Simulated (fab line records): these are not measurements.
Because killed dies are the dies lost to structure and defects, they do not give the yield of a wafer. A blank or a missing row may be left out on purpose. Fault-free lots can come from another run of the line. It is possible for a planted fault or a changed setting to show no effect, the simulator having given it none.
Chamber matching :: flow n5_finfet :: N5_BEOL_M7_CURE_74 on uv_cure-02 has 3 sister chambers
The step cures SiCOH lowk, time 240 s. 20 wafers are shown with their chamber, then 10 later ones without.

== WAFERS WITH THEIR CHAMBER ==
wafer: L074.1
chamber: 2
wafer_temp_C_max: 388.8
lamp_power_pct (%): 52.31

wafer: L074.4
chamber: 2
wafer_temp_C_max: 388.3
lamp_power_pct (%): 52.40

wafer: L074.5
chamber: 2
wafer_temp_C_max: 388.1
lamp_power_pct (%): 52.31

wafer: L083.1
chamber: 2
wafer_temp_C_max: 388.2
lamp_power_pct (%): 52.33

wafer: L083.2
chamber: 2
wafer_temp_C_max: 388.2
lamp_power_pct (%): 52.30

wafer: L083.5
chamber: 2
wafer_temp_C_max: 389.1
lamp_power_pct (%): 52.35

wafer: L080.1
chamber: 1
wafer_temp_C_max: 387.1
lamp_power_pct (%): 52.35

wafer: L080.2
chamber: 1
wafer_temp_C_max: 386.7
lamp_power_pct (%): 52.31

wafer: L080.5
chamber: 1
wafer_temp_C_max: 386.9
lamp_power_pct (%): 52.25

wafer: L084.1
chamber: 0
wafer_temp_C_max: 386.3
lamp_power_pct (%): 52.30

wafer: L084.4
chamber: 0
wafer_temp_C_max: 386.5
lamp_power_pct (%): 52.42

wafer: L084.5
chamber: 0
wafer_temp_C_max: 386.2
lamp_power_pct (%): 52.39

wafer: L086.1
chamber: 0
wafer_temp_C_max: 385.9
lamp_power_pct (%): 52.27

wafer: L086.3
chamber: 0
wafer_temp_C_max: 386.7
lamp_power_pct (%): 52.34

wafer: L086.4
chamber: 0
wafer_temp_C_max: 385.8
lamp_power_pct (%): 52.34

wafer: L090.1
chamber: 1
wafer_temp_C_max: 387.7
lamp_power_pct (%): 52.28

wafer: L090.4
chamber: 1
wafer_temp_C_max: 387.1
lamp_power_pct (%): 52.31

wafer: L090.5
chamber: 1
wafer_temp_C_max: 386.8
lamp_power_pct (%): 52.32

wafer: L088.1
chamber: 1
wafer_temp_C_max: 386.7
lamp_power_pct (%): 52.37

wafer: L088.2
chamber: 1
wafer_temp_C_max: 386.9
lamp_power_pct (%): 52.36

SIGNATURES, as means of the wafers listed above
reading: wafer_temp_C_max
chamber 0: 386.233
chamber 1: 386.988
chamber 2: 388.450
scatter within a chamber: 0.356

reading: lamp_power_pct
chamber 0: 52.3433
chamber 1: 52.3188
chamber 2: 52.3333
scatter within a chamber: 0.0447
Rule: a wafer's distance from a chamber is the root of the sum, over the readings, of the square of ((its reading less the chamber's mean) divided by the reading's scatter). If the next closest chamber is less than 2 further off than the closest, the wafer can't be placed; otherwise it belongs to the closest. The scatter is the square root of a quotient: the sum, over the shown wafers, of each reading's squared deviation from its chamber's mean, divided by wafers minus chambers.

== WAFERS WITHOUT THEIR CHAMBER ==
wafer: L088.3
wafer_temp_C_max: 386.9
lamp_power_pct (%): 52.23

wafer: L092.1
wafer_temp_C_max: 386.3
lamp_power_pct (%): 52.34

wafer: L092.4
wafer_temp_C_max: 386.1
lamp_power_pct (%): 52.27

wafer: L092.5
wafer_temp_C_max: 386.7
lamp_power_pct (%): 52.32

wafer: L096.1
wafer_temp_C_max: 386.6
lamp_power_pct (%): 52.34

wafer: L096.3
wafer_temp_C_max: 387.2
lamp_power_pct (%): 52.32

wafer: L096.5
wafer_temp_C_max: 386.6
lamp_power_pct (%): 52.35

wafer: L094.1
wafer_temp_C_max: 388.5
lamp_power_pct (%): 52.38

wafer: L094.5
wafer_temp_C_max: 387.4
lamp_power_pct (%): 52.33

wafer: L094.6
wafer_temp_C_max: 387.8
lamp_power_pct (%): 52.25

== CHAMBER TAKEN BY EACH ==
wafer: L088.3
from the rows above: can't be placed: 1 or 0
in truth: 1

wafer: L092.1
from the rows above: can't be placed: 0 or 1
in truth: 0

wafer: L092.4
from the rows above: can't be placed: 0 or 1
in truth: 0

wafer: L092.5
from the rows above: can't be placed: 1 or 0
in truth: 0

wafer: L096.1
from the rows above: can't be placed: 0 or 1
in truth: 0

wafer: L096.3
from the rows above: 1
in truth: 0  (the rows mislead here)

wafer: L096.5
from the rows above: can't be placed: 0 or 1
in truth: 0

wafer: L094.1
from the rows above: 2
in truth: 2

wafer: L094.5
from the rows above: can't be placed: 1 or 2
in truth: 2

wafer: L094.6
from the rows above: can't be placed: 2 or 1
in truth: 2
1 of 10 placed correctly. Cannot be placed on the basis of these rows: 8; the candidates contain the true chamber in 8. Wrongly placed: 1.
